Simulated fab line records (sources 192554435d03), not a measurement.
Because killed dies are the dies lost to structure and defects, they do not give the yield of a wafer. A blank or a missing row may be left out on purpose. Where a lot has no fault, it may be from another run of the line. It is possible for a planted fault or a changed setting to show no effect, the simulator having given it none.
Split-lot trial / flow n5-finfet / 21 wafers read from 7 lots, route of 1938 steps

## ON THE SPLIT
At N5_SD_EPI_P_COAT_34 (time 60 s, resist thk 350 nm), the setting spin-rpm was moved away from the recipe's 1500 rpm on 9 of the 21 wafers read, by -7.2% to +9.7%. For the rest of the wafers, this setting stayed at what the recipe calls for.

The split's own step is where the reading is taken.

## THE READING
SOC_of_SD_EPI_P_COAT_34.thk-nm (the simulator's own value, which no gauge read), in nm, at N5_SD_EPI_P_COAT_34 (time 60 s, resist thk 350 nm). There is no usual value for it anywhere in the file. Across the 12 wafers here that went through the recipe, the average is 350.2 nm and the standard deviation 0.79 nm.

wafer=L077.1; tool, chamber at the split=litho-track-03, 0; spin-rpm as run, rpm=1500; against the recipe=recipe; SOC_of_SD_EPI_P_COAT_34.thk-nm, nm=351; against lot-mates on the recipe=-
wafer=L077.3; tool, chamber at the split=litho-track-03, 0; spin-rpm as run, rpm=1500; against the recipe=recipe; SOC_of_SD_EPI_P_COAT_34.thk-nm, nm=350.4; against lot-mates on the recipe=-
wafer=L077.4; tool, chamber at the split=litho-track-03, 0; spin-rpm as run, rpm=1644; against the recipe=+9.6%; SOC_of_SD_EPI_P_COAT_34.thk-nm, nm=335.4; against lot-mates on the recipe=-15.3
wafer=L080.1; tool, chamber at the split=litho-track-02, 0; spin-rpm as run, rpm=1500; against the recipe=recipe; SOC_of_SD_EPI_P_COAT_34.thk-nm, nm=350.4; against lot-mates on the recipe=-
wafer=L080.3; tool, chamber at the split=litho-track-02, 0; spin-rpm as run, rpm=1392; against the recipe=-7.2%; SOC_of_SD_EPI_P_COAT_34.thk-nm, nm=363.4; against lot-mates on the recipe=+13.0
wafer=L080.4; tool, chamber at the split=litho-track-02, 0; spin-rpm as run, rpm=1392; against the recipe=-7.2%; SOC_of_SD_EPI_P_COAT_34.thk-nm, nm=363.8; against lot-mates on the recipe=+13.4
wafer=L082.1; tool, chamber at the split=litho-track-04, 0; spin-rpm as run, rpm=1586; against the recipe=+5.7%; SOC_of_SD_EPI_P_COAT_34.thk-nm, nm=338.4; against lot-mates on the recipe=-10.6
wafer=L082.4; tool, chamber at the split=litho-track-04, 0; spin-rpm as run, rpm=1586; against the recipe=+5.7%; SOC_of_SD_EPI_P_COAT_34.thk-nm, nm=339.6; against lot-mates on the recipe=-9.4
wafer=L082.6; tool, chamber at the split=litho-track-04, 0; spin-rpm as run, rpm=1500; against the recipe=recipe; SOC_of_SD_EPI_P_COAT_34.thk-nm, nm=349; against lot-mates on the recipe=-
wafer=L086.2; tool, chamber at the split=litho-track-04, 0; spin-rpm as run, rpm=1500; against the recipe=recipe; SOC_of_SD_EPI_P_COAT_34.thk-nm, nm=351.6; against lot-mates on the recipe=-
wafer=L086.4; tool, chamber at the split=litho-track-04, 0; spin-rpm as run, rpm=1646; against the recipe=+9.7%; SOC_of_SD_EPI_P_COAT_34.thk-nm, nm=335; against lot-mates on the recipe=-16.6
wafer=L086.6; tool, chamber at the split=litho-track-04, 0; spin-rpm as run, rpm=1646; against the recipe=+9.7%; SOC_of_SD_EPI_P_COAT_34.thk-nm, nm=336; against lot-mates on the recipe=-15.6
wafer=L091.1; tool, chamber at the split=litho-track-03, 0; spin-rpm as run, rpm=1500; against the recipe=recipe; SOC_of_SD_EPI_P_COAT_34.thk-nm, nm=349; against lot-mates on the recipe=-
wafer=L091.3; tool, chamber at the split=litho-track-03, 0; spin-rpm as run, rpm=1500; against the recipe=recipe; SOC_of_SD_EPI_P_COAT_34.thk-nm, nm=349; against lot-mates on the recipe=-
wafer=L091.2; tool, chamber at the split=litho-track-03, 0; spin-rpm as run, rpm=1500; against the recipe=recipe; SOC_of_SD_EPI_P_COAT_34.thk-nm, nm=350.2; against lot-mates on the recipe=-
wafer=L094.3; tool, chamber at the split=litho-track-04, 0; spin-rpm as run, rpm=1500; against the recipe=recipe; SOC_of_SD_EPI_P_COAT_34.thk-nm, nm=350.4; against lot-mates on the recipe=-
wafer=L094.5; tool, chamber at the split=litho-track-04, 0; spin-rpm as run, rpm=1500; against the recipe=recipe; SOC_of_SD_EPI_P_COAT_34.thk-nm, nm=350.8; against lot-mates on the recipe=-
wafer=L094.6; tool, chamber at the split=litho-track-04, 0; spin-rpm as run, rpm=1500; against the recipe=recipe; SOC_of_SD_EPI_P_COAT_34.thk-nm, nm=350; against lot-mates on the recipe=-
wafer=L095.2; tool, chamber at the split=litho-track-03, 0; spin-rpm as run, rpm=1500; against the recipe=recipe; SOC_of_SD_EPI_P_COAT_34.thk-nm, nm=350.2; against lot-mates on the recipe=-
wafer=L095.3; tool, chamber at the split=litho-track-03, 0; spin-rpm as run, rpm=1583; against the recipe=+5.5%; SOC_of_SD_EPI_P_COAT_34.thk-nm, nm=340; against lot-mates on the recipe=-10.2
wafer=L095.6; tool, chamber at the split=litho-track-03, 0; spin-rpm as run, rpm=1583; against the recipe=+5.5%; SOC_of_SD_EPI_P_COAT_34.thk-nm, nm=340; against lot-mates on the recipe=-10.2

FIT RESULTS
A straight line over all 21 wafers: SOC_of_SD_EPI_P_COAT_34.thk-nm changes by -1.69 nm for each +1% of spin-rpm; r = -0.99; the points scatter about the line by 1.2 nm.
The same after taking each lot's own level away (the mean of its wafers on the recipe; 21 wafers): -1.72 nm for each +1%; r = -1.00; scatter 0.61 nm.
On that fit, the largest move of spin-rpm shifts the reading by 17 nm.
From 349.00 to 351.60 nm: that is the span of the lots' own levels, equal to 3.3 times the standard deviation above.
The two slopes agree, so the slope changes little with the lot-to-lot level.
Check: with one of the wafers moved furthest among these (+9.7%) left out of the fit, the line predicts -16.7 nm for it against its lot-mates. Against them it came out at -16.6 nm.

## THE OTHER SPLITS THESE WAFERS WENT THROUGH
Before the reading, these wafers also passed through other splits. Each is held against what the fit with the lots' levels taken away leaves over:
other split on the same wafers=N5_SD_EPI_N_EXPOSE_06 dose-mj; wafers away from the commonest value=7; r with SOC_of_SD_EPI_P_COAT_34.thk-nm (lot level and that fit taken away)=-0.33

## FILE'S OWN FIT
SOC_of_SD_EPI_P_COAT_34.thk-nm changes by -1.7 nm for each +1% of spin-rpm, r = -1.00.
